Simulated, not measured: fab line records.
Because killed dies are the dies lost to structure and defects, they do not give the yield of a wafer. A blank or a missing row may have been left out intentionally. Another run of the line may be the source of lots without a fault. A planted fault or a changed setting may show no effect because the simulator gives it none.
fab line records -- flow nand_harc
record lots=12, wafers=36, last_day=32
route steps=1302 shown P_ZERO_WELL@31 P_STI@92
lots that met no fault: taken from a fault-free run of the same line
start_h: start of the lot's first displayed wafer, in hours after the record's first day -- wait_h: how many hours have passed since the lot's step before this one -- " as in the row above -- L1.1+2: several wafers, shown together as one row -- - either no value or no given start -- * or withheld: withheld -- < > ~ a bound
route shown NAME@n: a module of which the file shows steps, and the number in the route of the first -- usual: mean/standard deviation of fault-free wafers -- same: alike in all rows -- chamber/n: place in a boat -- sites: the reading at each site -- _std_site: standard deviation across them -- _edge_site: inner sites' mean taken away from outer sites' mean -- radius_mm: for every site, how far away it sits from the centre of the wafer -- mask NAME#n: copy n -- behind: the last tool/chamber to shape the wafer -- hold: cause of the lot's hold/its duration in hours/its outcome -- device: which transistor (n, p or np) failed to switch -- end of line: the route-end tests of the same wafers -- a step with no rows: only its recipe -- killed: the dies lost at the first sort to structure and to defects; this is not the yield of the wafer -- map: the dies of a wafer, with x for killed, . for not killed, _ for no die there
set.NAME: the setting as run; set.NAME@STEP: as run at that earlier step -- model.NAME: the simulator's own value behind a step, which no gauge read
the route's steps for a sample of lots (tables are steps, rows are wafers)
services: from which hour (start_h, from the record's first day; less than 0 if before it) a tool's chamber was out of use, for how many hours, and why
## steps
# step NHARC_P_ZERO_WELL_DESCUM_26
# recipe time_s=3, o2_flow_sccm=200, ar_flow_sccm=0, bias_power_w=0, chemistry=O2
# usual drypump_motor_current_A=5.8/0.42, oes_product_au=1.001/0.0097, rf_vpp_V=57.8/0.95, showerhead_plenum_p_Torr=1.94/0.092, throttle_valve_pct=11.312/0.0094
# same time_s=3
lot.wafer,tool,chamber,start_h,wait_h,drypump_motor_current_A,oes_product_au,rf_hours_counter_h,rf_vpp_V,showerhead_plenum_p_Torr,throttle_valve_pct
L413.2,rie_diel-09,1,22.89,-,5.9,0.995,12,58.0,2.02,11.312
L413.5,rie_diel-09,3,22.89,-,6.4,1.001,-,57.5,1.77,11.309
L413.6,rie_diel-09,0,22.89,-,5.8,1.016,-,58.2,2.01,11.308
L418.3,rie_diel-05,2,72.77,-,5.9,0.996,2,57.5,1.99,11.313
L418.1,rie_diel-05,0,72.77,-,5.0,1.011,2,56.8,1.98,11.302
L418.5,rie_diel-05,2,72.77,-,5.9,0.999,-,57.9,1.99,11.302
L421.2,rie_diel-01,3,102.78,-,5.8,1.005,23,59.2,1.96,11.310
L421.6,rie_diel-01,3,102.78,-,5.8,0.995,-,59.2,1.96,11.296
L421.5,rie_diel-01,0,102.78,-,6.0,0.990,-,58.0,1.84,11.310
L422.2,rie_diel-05,1,112.56,-,5.8,1.022,16,57.5,2.07,11.309
L422.3,rie_diel-05,3,112.56,-,5.2,1.006,16,56.9,1.78,11.290
L422.5,rie_diel-05,0,112.56,-,5.0,1.011,-,58.9,1.97,11.305
L423.4,rie_diel-01,1,122.78,-,5.2,0.983,24,58.3,1.91,11.341
L423.6,rie_diel-01,3,122.78,-,5.8,1.006,-,59.0,1.96,11.320
L423.5,rie_diel-01,0,122.78,-,6.0,0.997,-,58.0,1.84,11.320
L424.2,rie_diel-01,2,133.02,-,6.4,0.992,31,57.2,1.84,11.307
L424.3,rie_diel-01,3,133.02,-,5.8,1.004,32,57.9,1.96,11.311
L424.5,rie_diel-01,1,133.02,-,5.2,0.992,-,59.0,1.90,11.328
L425.1,rie_diel-09,3,142.74,-,6.4,1.001,56,57.2,1.76,11.308
L425.2,rie_diel-09,0,142.74,-,5.7,1.002,56,56.0,1.99,11.304
L425.6,rie_diel-09,0,142.74,-,5.8,0.999,-,57.6,1.99,11.313
L426.3,rie_diel-09,3,154.31,-,6.4,0.978,1,59.6,2.08,11.293
L426.1,rie_diel-09,0,154.31,-,5.7,0.999,1,57.5,1.99,11.313
L426.2,rie_diel-09,1,154.31,-,5.9,0.989,1,58.9,2.00,11.308
L427.3,rie_diel-09,3,162.74,-,6.4,0.993,2,59.5,2.08,11.313
L427.1,rie_diel-09,0,162.74,-,5.8,1.000,2,56.7,1.99,11.321
L427.2,rie_diel-09,1,162.74,-,5.9,0.994,2,58.8,2.00,11.297
L433.4,rie_diel-01,0,224.45,-,6.0,0.992,8,57.2,1.83,11.327
L433.2,rie_diel-01,1,224.45,-,5.2,0.985,5,58.5,1.89,11.321
L433.6,rie_diel-01,2,224.45,-,6.4,0.978,-,57.5,1.83,11.308
L434.4,rie_diel-09,3,232.65,-,6.4,0.997,24,59.2,2.07,11.307
L434.3,rie_diel-09,0,232.65,-,5.7,1.004,22,59.4,1.99,11.320
L434.5,rie_diel-09,1,232.65,-,5.9,0.990,-,57.8,2.00,11.303
L435.1,rie_diel-01,0,242.64,-,6.0,1.010,14,57.7,1.83,11.313
L435.4,rie_diel-01,1,242.64,-,5.2,0.992,11,57.3,1.89,11.322
L435.5,rie_diel-01,0,242.64,-,5.9,1.004,-,56.0,1.82,11.330
# step NHARC_P_ZERO_WELL_PEB_35
# recipe peb_temp_c=118, peb_time_s=85
# usual heater_power_total_W=164.01/0.27, plate_temp_C=117.99/0.12
lot.wafer,tool,chamber,start_h,wait_h,heater_power_total_W,plate_temp_C
L413.2,litho_track-03,0,24.14,0.1,164.13,118.05
L413.5,litho_track-03,0,24.14,0.1,164.41,117.91
L413.6,litho_track-03,0,24.14,0.1,163.71,118.05
L418.1,litho_track-07,0,74.03,0.1,164.03,118.14
L418.3,litho_track-07,0,74.03,0.1,164.19,118.02
L418.5,litho_track-07,0,74.03,0.1,163.69,118.05
L421.2,litho_track-05,0,104.17,0.1,163.88,117.98
L421.5,litho_track-05,0,104.17,0.1,163.84,117.87
L421.6,litho_track-05,0,104.17,0.1,163.72,117.95
L422.2,litho_track-07,0,113.81,0.1,163.75,117.94
L422.3,litho_track-07,0,113.81,0.1,164.16,118.13
L422.5,litho_track-07,0,113.81,0.1,164.17,117.85
L423.4,litho_track-03,0,124.16,0.1,164.29,117.97
L423.5,litho_track-03,0,124.16,0.1,163.66,117.92
L423.6,litho_track-03,0,124.16,0.1,164.22,118.16
L424.2,litho_track-07,0,134.27,0.1,163.76,118.05
L424.3,litho_track-07,0,134.27,0.1,164.29,117.94
L424.5,litho_track-07,0,134.27,0.1,164.15,118.15
L425.1,litho_track-03,0,144.13,0.1,164.17,117.89
L425.2,litho_track-03,0,144.13,0.1,164.30,118.02
L425.6,litho_track-03,0,144.13,0.1,164.03,117.89
L426.1,litho_track-07,0,155.57,0.1,164.16,117.87
L426.2,litho_track-07,0,155.57,0.1,164.24,118.01
L426.3,litho_track-07,0,155.57,0.1,164.31,117.95
L427.1,litho_track-05,0,164.00,0.1,163.60,117.98
L427.2,litho_track-05,0,164.00,0.1,163.89,117.84
L427.3,litho_track-05,0,164.00,0.1,163.96,117.98
L433.2,litho_track-03,0,225.69,0.1,158.01,114.65
L433.4,litho_track-03,0,225.69,0.1,157.48,114.38
L433.6,litho_track-03,0,225.69,0.1,157.90,114.47
L434.3,litho_track-03,0,233.89,0.1,157.75,114.73
L434.4,litho_track-03,0,233.89,0.1,157.75,114.63
L434.5,litho_track-03,0,233.89,0.1,157.39,114.67
L435.1,litho_track-05,0,243.90,0.1,163.66,117.99
L435.4,litho_track-05,0,243.90,0.1,164.12,117.91
L435.5,litho_track-05,0,243.90,0.1,163.75,118.04
# step NHARC_P_ZERO_WELL_CD_MEAS_37
# recipe target_cd_nm=720, landing_energy_ev=500
# usual cd_nm=719.3/1.7
lot.wafer,tool,chamber,start_h,wait_h,cd_nm
L413.2,cd_sem-02,0,24.24,-,716.5
L413.5,cd_sem-02,0,24.24,-,717.9
L413.6,cd_sem-02,0,24.24,-,716.3
L418.1,cd_sem-01,0,74.12,-,716.1
L418.3,cd_sem-01,0,74.12,-,719.7
L418.5,cd_sem-01,0,74.12,-,719.9
L421.2,cd_sem-01,0,104.26,-,717.3
L421.5,cd_sem-01,0,104.26,-,716.7
L421.6,cd_sem-01,0,104.26,-,717.4
L422.2,cd_sem-02,0,113.91,-,718.3
L422.3,cd_sem-02,0,113.91,-,719.4
L422.5,cd_sem-02,0,113.91,-,721.5
L423.4,cd_sem-01,0,124.25,-,720.5
L423.5,cd_sem-01,0,124.25,-,718.0
L423.6,cd_sem-01,0,124.25,-,720.3
L424.2,cd_sem-03,0,134.37,-,721.9
L424.3,cd_sem-03,0,134.37,-,722.7
L424.5,cd_sem-03,0,134.37,-,722.2
L425.1,cd_sem-02,0,144.22,-,716.7
L425.2,cd_sem-02,0,144.22,-,717.7
L425.6,cd_sem-02,0,144.22,-,718.2
L426.1,cd_sem-01,0,155.67,-,722.7
L426.2,cd_sem-01,0,155.67,-,719.0
L426.3,cd_sem-01,0,155.67,-,722.7
L427.1,cd_sem-02,0,164.09,-,718.6
L427.2,cd_sem-02,0,164.09,-,718.5
L427.3,cd_sem-02,0,164.09,-,717.6
L433.2,cd_sem-03,0,225.78,-,710.8
L433.4,cd_sem-03,0,225.78,-,712.4
L433.6,cd_sem-03,0,225.78,-,711.4
L434.3,cd_sem-01,0,233.98,-,713.3
L434.4,cd_sem-01,0,233.98,-,714.6
L434.5,cd_sem-01,0,233.98,-,713.0
L435.1,cd_sem-01,0,243.99,-,720.6
L435.4,cd_sem-01,0,243.99,-,719.5
L435.5,cd_sem-01,0,243.99,-,718.3
# step NHARC_P_ZERO_WELL_CD_MEAS_52
# recipe target_cd_nm=2000, landing_energy_ev=500
# usual cd_nm=1999.6/1.8
lot.wafer,tool,chamber,start_h,wait_h,cd_nm
L413.2,cd_sem-01,0,25.88,-,1999.8
L413.5,cd_sem-01,0,25.88,-,1998.5
L413.6,cd_sem-01,0,25.88,-,1998.2
L418.1,cd_sem-03,0,75.76,-,1998.8
L418.3,cd_sem-03,0,75.76,-,1998.4
L418.5,cd_sem-03,0,75.76,-,2000.3
L421.2,cd_sem-02,0,105.90,-,2001.8
L421.5,cd_sem-02,0,105.90,-,1997.2
L421.6,cd_sem-02,0,105.90,-,1999.4
L422.2,cd_sem-03,0,115.54,-,1999.2
L422.3,cd_sem-03,0,115.54,-,2000.0
L422.5,cd_sem-03,0,115.54,-,1998.3
L423.4,cd_sem-01,0,125.93,-,1997.0
L423.5,cd_sem-01,0,125.93,-,1997.8
L423.6,cd_sem-01,0,125.93,-,1995.2
L424.2,cd_sem-02,0,136.00,-,1998.3
L424.3,cd_sem-02,0,136.00,-,1998.8
L424.5,cd_sem-02,0,136.00,-,2000.3
L425.1,cd_sem-03,0,145.90,-,1998.2
L425.2,cd_sem-03,0,145.90,-,1997.6
L425.6,cd_sem-03,0,145.90,-,1999.5
L426.1,cd_sem-01,0,157.19,-,1996.7
L426.2,cd_sem-01,0,157.19,-,1998.3
L426.3,cd_sem-01,0,157.19,-,1996.2
L427.1,cd_sem-01,0,165.61,-,2000.4
L427.2,cd_sem-01,0,165.61,-,2002.4
L427.3,cd_sem-01,0,165.61,-,1997.7
L433.2,cd_sem-02,0,227.42,-,2003.7
L433.4,cd_sem-02,0,227.42,-,2003.2
L433.6,cd_sem-02,0,227.42,-,2002.3
L434.3,cd_sem-01,0,235.49,-,1999.3
L434.4,cd_sem-01,0,235.49,-,2001.8
L434.5,cd_sem-01,0,235.49,-,1998.3
L435.1,cd_sem-03,0,245.54,-,2000.6
L435.4,cd_sem-03,0,245.54,-,2000.6
L435.5,cd_sem-03,0,245.54,-,2000.3
# step NHARC_P_STI_OCD_MEAS_17
# usual trench_depth_nm=299/4.5, trench_foot_cd_nm=158.1/2.7
lot.wafer,tool,chamber,start_h,wait_h,trench_depth_nm,trench_foot_cd_nm
L413.2,ocd-02,-,45.30,0.1,299,157.8
L413.5,ocd-02,-,45.30,0.1,297,154.5
L413.6,ocd-02,-,45.30,0.1,299,158.4
L418.1,ocd-02,-,94.47,0.1,294,162.4
L418.3,ocd-02,-,94.47,0.1,298,162.6
L418.5,ocd-02,-,94.47,0.1,304,160.2
L421.2,ocd-02,-,125.30,0.1,296,158.9
L421.5,ocd-02,-,125.30,0.1,299,153.0
L421.6,ocd-02,-,125.30,0.1,298,154.9
L422.2,ocd-01,-,135.21,0.1,294,157.6
L422.3,ocd-01,-,135.21,0.1,293,154.5
L422.5,ocd-01,-,135.21,0.1,298,156.3
L423.4,ocd-02,-,146.27,0.1,298,161.1
L423.5,ocd-02,-,146.27,0.1,298,161.2
L423.6,ocd-02,-,146.27,0.1,299,157.9
L424.2,ocd-01,-,155.26,0.1,298,157.3
L424.3,ocd-01,-,155.26,0.1,297,160.0
L424.5,ocd-01,-,155.26,0.1,296,160.8
L425.1,ocd-01,-,167.44,0.1,299,158.3
L425.2,ocd-01,-,167.44,0.1,295,155.8
L425.6,ocd-01,-,167.44,0.1,300,162.9
L426.1,ocd-02,-,175.70,0.1,297,154.3
L426.2,ocd-02,-,175.70,0.1,299,154.4
L426.3,ocd-02,-,175.70,0.1,294,152.4
L427.1,ocd-02,-,184.01,0.1,301,156.2
L427.2,ocd-02,-,184.01,0.1,297,158.8
L427.3,ocd-02,-,184.01,0.1,303,153.7
L433.2,ocd-02,-,248.31,0.1,298,155.4
L433.4,ocd-02,-,248.31,0.1,301,150.9
L433.6,ocd-02,-,248.31,0.1,295,156.7
L434.3,ocd-01,-,253.17,0.1,302,159.0
L434.4,ocd-01,-,253.17,0.1,298,160.7
L434.5,ocd-01,-,253.17,0.1,296,158.9
L435.1,ocd-02,-,262.82,0.1,296,162.2
L435.4,ocd-02,-,262.82,0.1,301,158.2
L435.5,ocd-02,-,262.82,0.1,303,157.7
## services
tool,chamber,start_h,hours,kind
rie_diel-09,0,-0.09,-,clean
rie_diel-09,1,-0.09,-,clean
rie_diel-09,2,-0.09,-,clean
rie_diel-09,3,-0.09,-,clean
rie_diel-09,2,2.83,4.9,repair
rie_diel-01,0,6.16,-,clean
rie_diel-01,1,6.16,-,clean
rie_diel-01,2,6.16,-,clean
rie_diel-01,3,6.16,-,clean
rie_diel-01,-,27.24,9.0,pm
rie_diel-05,-,52.60,9.0,pm
litho_track-07,-,76.00,7.0,pm
rie_diel-01,1,89.40,1.5,repair
litho_track-03,-,100.01,7.0,pm
rie_diel-09,0,116.60,13.7,repair
litho_track-05,-,124.00,7.0,pm
rie_diel-09,-,143.46,9.0,pm
rie_diel-01,3,145.31,1.2,repair
rie_diel-09,2,203.91,8.3,repair
rie_diel-01,-,204.24,9.0,pm
rie_diel-09,0,206.86,1.8,repair
rie_diel-05,1,214.95,5.1,repair
rie_diel-05,3,224.80,7.2,repair
rie_diel-05,-,229.62,9.0,pm
## key
first_sign step=NHARC_P_ZERO_WELL_PEB_35, reading=plate_temp_C, direction=down, sigmas=28, usual=*, struck=*
effect step=NHARC_P_ZERO_WELL_PEB_35, reading=heater_power_total_W, direction=down, sigmas=23, usual=*, struck=*
effect step=NHARC_P_ZERO_WELL_CD_MEAS_37, reading=cd_nm, direction=down, sigmas=4, usual=719.3, struck=712.6
met_at NHARC_P_ZERO_WELL_PEB_35
struck_lots L433,L434
tester_left_out L433,L434
not_acting_at NHARC_P_ZERO_WELL_DESCUM_26,NHARC_P_ZERO_WELL_CD_MEAS_52,NHARC_P_STI_OCD_MEAS_17
onset_between 144.13 225.69
fault kind=process_parameter_drift, tool=litho_track-03, chamber=-, onset_h=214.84, steps=NHARC_P_ZERO_WELL_PEB_35, channel=peb_temp_c, offset=*, shape=step, end_h=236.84, acts_in=*, stated=*
# tester_left_out: of these lots the tester's yield and bins aren't shown, on N5 and GAA mostly nor the transistor test; their killed dies are dies lost to structure and defects alone, not to doping, threshold or leakage, so they don't give the yield
